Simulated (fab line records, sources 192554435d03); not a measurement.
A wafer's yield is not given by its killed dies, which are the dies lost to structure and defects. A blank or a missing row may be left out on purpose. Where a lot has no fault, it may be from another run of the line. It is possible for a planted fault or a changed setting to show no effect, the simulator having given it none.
fab line records	flow n5-finfet
[record] lots = 11	wafers = 31	last-day = 17
route steps=1938 shown BEOL_M1@811 BEOL_M2@848 BEOL_M4@1111
lots that met no fault: taken from a fault-free run of the same line
start-h: hours from the record's first day to the start of the lot's first wafer shown	wait-h: hours since the lot's step before	" as in the row above	L1.1+2: one row covering several wafers at once	- no value present, or no start provided	* or withheld: withheld	< > ~ a bound
route shown NAME@n: NAME is a module with steps in the file, n the number in the route of the first one	usual: average and standard deviation across the fault-free wafers	same: alike in all rows	chamber/n: place in a boat	sites: readings site by site	_std_site: standard deviation of those values	_edge_site: the outer-site mean with the inner-site mean subtracted	radius-mm: how far each site lies from the wafer's centre	mask NAME#n: copy n	behind: tool/chamber where the wafer was last shaped	hold: reason for holding the lot/hours on hold/outcome of the hold	device: the transistor (n, p or np) that didn't switch	end of line: the tests these same wafers got at the end of their route	where a step has no rows: the recipe by itself	killed: dies lost to structure and defects at the first sort, not the wafer's yield	map: a wafer's dies, marking killed ones x, the rest . and places with no die _
set.NAME: the run value of the setting; set.NAME@STEP: its run value at that earlier step	model.NAME: the simulator's own value behind a step, which no gauge read
route steps across a sampled set of lots; one table per step, one row per wafer
services: from which hour (start-h, from the record's first day; less than 0 if before it) a tool's chamber was out of use, for how many hours, and why
[[steps]]
[step N5_BEOL_M1_ALD_84]
[recipe] material = TaN	target-thk-a = *	temp-c = 275	ald-precursor-family = PDMAT	ald-co-reactant = NH3	pressure-torr = 3	carrier-flow-sccm = 1500	pulse-time-s = 2	purge-time-s = 3	co-reactant-purge-time-s = 2	co-reactant-pulse-time-s = 3	ald-cycles = 30	precursor-vessel-temp-c = 75	precursor-vessel-pressure-torr = 26.25	precursor-vessel-carrier-sccm = 1000
[usual] heater-power-w = 414/27	precursor-vessel-pressure-torr = 26.25/0.056
lot.wafer	tool	chamber	start-h	wait-h	heater-power-w	precursor-vessel-pressure-torr
L687.2	ald-metal-03	2	133.08	0.1	402	26.25
L687.6	"	0	"	"	434	26.11
L688.2	ald-metal-02	1	143.95	0.0	394	26.31
L688.5	"	1	"	"	398	26.29
L688.6	"	2	"	"	392	26.27
L689.1	ald-metal-03	2	151.64	0.1	404	26.31
L689.3	"	1	"	"	444	26.30
L689.6	"	0	"	"	435	26.26
L690.3	ald-metal-03	2	156.74	0.0	406	26.27
L690.5	"	0	"	"	418	26.37
L690.6	"	1	"	"	453	26.28
L692.4	ald-metal-02	3	172.43	0.0	417	26.24
L692.6	"	2	"	"	386	26.14
L693.1	ald-metal-03	3	176.51	0.0	406	26.28
L693.2	"	1	"	"	444	26.26
L693.4	"	2	"	"	414	26.23
L695.3	ald-metal-02	2	179.37	0.0	384	26.31
L695.4	"	0	"	"	385	26.22
L695.5	"	3	"	"	420	26.29
L698.2	ald-metal-02	3	200.65	0.0	418	26.27
L698.3	"	0	"	"	387	26.25
L698.6	"	1	"	"	396	26.28
L702.1	ald-metal-01	1	222.41	0.1	477	26.26
L702.3	"	3	"	"	434	26.24
L702.4	"	0	"	"	420	26.42
L707.2	ald-metal-02	0	257.64	0.0	389	26.24
L707.3	"	1	"	"	396	26.25
L707.4	"	2	"	"	385	26.26
L708.2	ald-metal-03	1	267.68	0.1	452	26.26
L708.3	"	3	"	"	407	26.29
L708.6	"	1	"	"	440	26.29
[step N5_BEOL_M1_SURFACE_TREAT_85]
[recipe] gas = Ar	time-s = *	ion-energy-ev = *	ion-current-ma-cm2 = 0.5	pressure-mtorr = *	ar-flow-sccm = 30
[usual] ar-flow-sccm = 30.00/0.088	throttle-valve-pct = *
[same] time-s = *
lot.wafer	tool	chamber	start-h	wait-h	ar-flow-sccm	throttle-valve-pct
L687.2	pvd-sputter-03	-	133.32	0.1	29.85	*
L687.6	"	-	"	"	29.86	*
L688.2	pvd-sputter-02	-	144.18	0.1	30.01	*
L688.5	"	-	"	"	29.84	*
L688.6	"	-	"	"	30.02	*
L689.1	pvd-sputter-02	-	151.94	0.2	29.92	*
L689.3	"	-	"	"	30.09	*
L689.6	"	-	"	"	30.00	*
L690.3	pvd-sputter-03	-	157.04	0.2	30.08	*
L690.5	"	-	"	"	30.04	*
L690.6	"	-	"	"	30.19	*
L692.4	pvd-sputter-03	-	172.69	0.2	29.87	*
L692.6	"	-	"	"	30.08	*
L693.1	pvd-sputter-01	-	176.81	0.2	29.94	*
L693.2	"	-	"	"	29.81	*
L693.4	"	-	"	"	30.16	*
L695.3	pvd-sputter-02	-	179.65	0.2	30.00	*
L695.4	"	-	"	"	29.90	*
L695.5	"	-	"	"	29.96	*
L698.2	pvd-sputter-01	-	201.17	0.4	29.97	*
L698.3	"	-	"	"	30.04	*
L698.6	"	-	"	"	29.94	*
L702.1	pvd-sputter-01	-	222.65	0.1	29.90	*
L702.3	"	-	"	"	29.98	*
L702.4	"	-	"	"	30.09	*
L707.2	pvd-sputter-02	-	257.87	0.1	30.02	*
L707.3	"	-	"	"	30.08	*
L707.4	"	-	"	"	30.17	*
L708.2	pvd-sputter-02	-	267.98	0.2	30.06	*
L708.3	"	-	"	"	29.89	*
L708.6	"	-	"	"	29.86	*
[step N5_BEOL_M1_ANNEAL_95]
[recipe] temp-c = 400	time-s = 240	ambient = vacuum
[usual] heater-power-w = 826/60
[same] time-s = 240
lot.wafer	tool	chamber	start-h	wait-h	heater-power-w
L687.2	pvd-sputter-03	-	135.24	0.0	762
L687.6	"	-	"	"	907
L688.2	pvd-sputter-01	-	146.02	0.0	859
L688.5	"	-	"	"	914
L688.6	"	-	"	"	725
L689.1	pvd-sputter-03	-	153.92	0.0	777
L689.3	"	-	"	"	833
L689.6	"	-	"	"	824
L690.3	pvd-sputter-02	-	158.98	0.0	803
L690.5	"	-	"	"	903
L690.6	"	-	"	"	738
L692.4	pvd-sputter-02	-	174.61	0.0	880
L692.6	"	-	"	"	882
L693.1	pvd-sputter-03	-	179.75	0.0	885
L693.2	"	-	"	"	851
L693.4	"	-	"	"	913
L695.3	pvd-sputter-02	-	181.57	0.0	782
L695.4	"	-	"	"	780
L695.5	"	-	"	"	776
L698.2	pvd-sputter-03	-	203.07	0.0	767
L698.3	"	-	"	"	880
L698.6	"	-	"	"	914
L702.1	pvd-sputter-02	-	224.68	0.0	785
L702.3	"	-	"	"	769
L702.4	"	-	"	"	744
L707.2	pvd-sputter-01	-	259.78	0.0	854
L707.3	"	-	"	"	810
L707.4	"	-	"	"	729
L708.2	pvd-sputter-01	-	269.88	0.0	817
L708.3	"	-	"	"	869
L708.6	"	-	"	"	879
[step N5_BEOL_M2_COAT_05]
[recipe] resist = CAR-EUV	spin-rpm = 1500	resist-thk-nm = 30
[usual] exhaust-pa = 45.1/0.95	spin-speed-rpm = 1499.9/0.96
lot.wafer	tool	chamber	start-h	wait-h	exhaust-pa	spin-speed-rpm
L687.2	litho-track-03	0	137.47	-	44.7	1498.7
L687.6	"	0	"	"	44.1	1498.4
L688.2	litho-track-03	0	149.07	-	45.2	1500.8
L688.5	"	0	"	"	44.0	1500.2
L688.6	"	0	"	"	44.4	1499.1
L689.1	litho-track-01	0	156.57	-	45.1	1500.0
L689.3	"	0	"	"	44.5	1498.6
L689.6	"	0	"	"	43.2	1500.8
L690.3	litho-track-02	0	162.34	-	46.2	1499.5
L690.5	"	0	"	"	46.3	1499.3
L690.6	"	0	"	"	46.4	1499.9
L692.4	litho-track-01	0	176.32	-	44.8	1500.3
L692.6	"	0	"	"	45.1	1499.3
L693.1	litho-track-01	0	181.31	-	45.8	1447.1
L693.2	"	0	"	"	46.6	1446.6
L693.4	"	0	"	"	45.7	1445.9
L695.3	litho-track-01	0	183.59	-	45.3	1446.1
L695.4	"	0	"	"	44.1	1446.2
L695.5	"	0	"	"	46.1	1446.6
L698.2	litho-track-01	0	205.71	-	46.0	1447.7
L698.3	"	0	"	"	43.9	1448.2
L698.6	"	0	"	"	44.1	1447.6
L702.1	litho-track-02	0	227.67	-	45.4	1500.7
L702.3	"	0	"	"	44.2	1499.6
L702.4	"	0	"	"	43.8	1502.3
L707.2	litho-track-02	0	261.37	-	46.8	1500.8
L707.3	"	0	"	"	44.7	1499.5
L707.4	"	0	"	"	45.2	1499.5
L708.2	litho-track-01	0	272.54	-	44.8	1499.5
L708.3	"	0	"	"	46.1	1499.0
L708.6	"	0	"	"	46.1	1499.3
[step N5_BEOL_M4_RC_MEAS_101]
[usual] DIBL_N = 36.3/1.6	DIBL_P = 36.2/2.1	IOFF_N = 0.16/0.031	IOFF_P = 0.21/0.034	ION_N = 673/11	ION_P = 461/7.4	SS_N = 71.6/0.55	SS_P = 73.3/0.66	VT_N = 251/3.2	VT_P = -251/3.5
lot.wafer	tool	chamber	start-h	wait-h	DIBL_N[mV/V]	DIBL_P[mV/V]	IOFF_N[nA/um]	IOFF_P[nA/um]	ION_N[uA/um]	ION_P[uA/um]	SS_N[mV/dec]	SS_P[mV/dec]	VT_N[mV]	VT_P[mV]
L687.2	prober-02	0	163.25	0.2	33.4	33.4	0.12	0.15	664	452	70.8	72.9	258	-254
L687.6	"	0	"	"	35.0	36.1	0.15	0.20	661	453	71.6	73.3	249	-251
L688.2	prober-01	0	180.04	0.2	37.1	37.1	0.18	0.21	673	458	72.1	74.2	248	-250
L688.5	"	0	"	"	34.0	33.1	0.12	0.16	648	447	71.8	72.7	254	-255
L688.6	"	0	"	"	35.2	35.2	0.15	0.18	679	456	72.0	73.1	250	-254
L689.1	prober-02	0	185.05	0.0	36.0	35.8	0.14	0.22	661	460	72.0	73.4	255	-250
L689.3	"	0	"	"	38.8	39.2	0.20	0.28	679	467	71.9	74.3	249	-244
L689.6	"	0	"	"	38.9	39.4	0.19	0.28	675	473	72.2	74.7	248	-244
L690.3	prober-01	0	188.45	0.3	34.0	34.1	0.12	0.20	665	465	70.5	73.1	253	-249
L690.5	"	0	"	"	35.5	35.7	0.15	0.21	666	461	70.8	73.2	251	-247
L690.6	"	0	"	"	32.7	32.4	0.11	0.18	669	468	70.6	72.9	256	-252
L692.4	prober-01	0	205.19	0.5	34.9	34.1	0.12	0.17	655	452	70.8	72.7	253	-255
L692.6	"	0	"	"	36.1	35.5	0.14	0.18	669	454	71.9	72.6	255	-254
L693.1	prober-01	0	209.63	0.0	35.7	34.9	0.15	0.21	682	469	70.8	72.8	251	-251
L693.2	"	0	"	"	34.9	32.9	0.12	0.18	653	457	71.0	73.2	255	-252
L693.4	"	0	"	"	35.7	33.0	0.14	0.19	677	462	70.8	72.8	251	-253
L695.3	prober-01	0	211.20	0.3	34.6	34.2	0.14	0.17	675	458	71.9	73.1	252	-255
L695.4	"	0	"	"	36.0	36.7	0.18	0.20	683	469	71.6	73.8	249	-251
L695.5	"	0	"	"	35.9	36.5	0.17	0.20	694	469	72.3	74.3	249	-252
L698.2	prober-01	0	236.46	0.2	37.8	37.6	0.15	0.21	675	460	72.0	73.3	252	-253
L698.3	"	0	"	"	38.2	37.3	0.17	0.19	673	450	72.4	73.8	249	-257
L698.6	"	0	"	"	36.2	36.6	0.14	0.18	660	453	71.2	73.5	251	-256
L702.1	prober-02	0	253.81	0.0	36.2	33.6	0.13	0.19	663	451	71.1	72.5	253	-255
L702.3	"	0	"	"	38.6	36.5	0.18	0.23	679	464	71.7	73.8	252	-248
L702.4	"	0	"	"	35.8	33.4	0.13	0.19	653	456	71.4	73.3	253	-254
L707.2	prober-01	0	295.65	0.2	34.2	32.7	0.10	0.14	656	455	70.4	71.8	257	-254
L707.3	"	0	"	"	37.2	37.0	0.15	0.19	667	456	71.2	72.6	251	-253
L707.4	"	0	"	"	36.9	36.4	0.14	0.19	666	463	71.6	72.9	252	-255
L708.2	prober-01	0	298.01	0.2	37.9	38.5	0.19	0.23	687	466	71.7	74.6	248	-249
L708.3	"	0	"	"	39.1	41.1	0.23	0.28	697	472	73.3	74.0	245	-248
L708.6	"	0	"	"	39.1	41.7	0.25	0.29	708	478	72.5	74.3	243	-248
[[services]]
tool	chamber	start-h	hours	kind
pvd-sputter-03	-	116.95	1.2	repair
litho-track-03	-	117.53	-	consumable-replace:filter
litho-track-02	-	167.19	-	consumable-replace:filter
ald-metal-01	-	179.35	1.5	repair
ald-metal-03	2	196.11	14.1	repair
ald-metal-02	2	210.29	17.6	repair
ald-metal-01	-	212.20	1.2	pm
ald-metal-01	2	218.57	58.5	repair
[[key]]
[first-sign] step = N5_BEOL_M2_COAT_05	reading = spin-speed-rpm	direction = down	sigmas = 55	usual = *	struck = *
effect none on later readings
met-at N5_BEOL_M2_COAT_05
struck-lots L693,L695,L698
[baseline-loss] step = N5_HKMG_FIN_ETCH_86	wafers = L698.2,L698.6
not-acting-at N5_BEOL_M1_ALD_84,N5_BEOL_M1_SURFACE_TREAT_85,N5_BEOL_M1_ANNEAL_95
onset-between 176.32 181.31
[fault] kind = process-parameter-drift	tool = litho-track-01	chamber = -	onset-h = 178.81	steps = N5_BEOL_M2_COAT_05	channel = spin-rpm	offset = *	shape = step	end-h = 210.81	acts-in = *	stated = *
// baseline-loss: these wafers lose ten dies or more at that step, a loss of the line's own and not of a fault; the sort's usual values leave them out
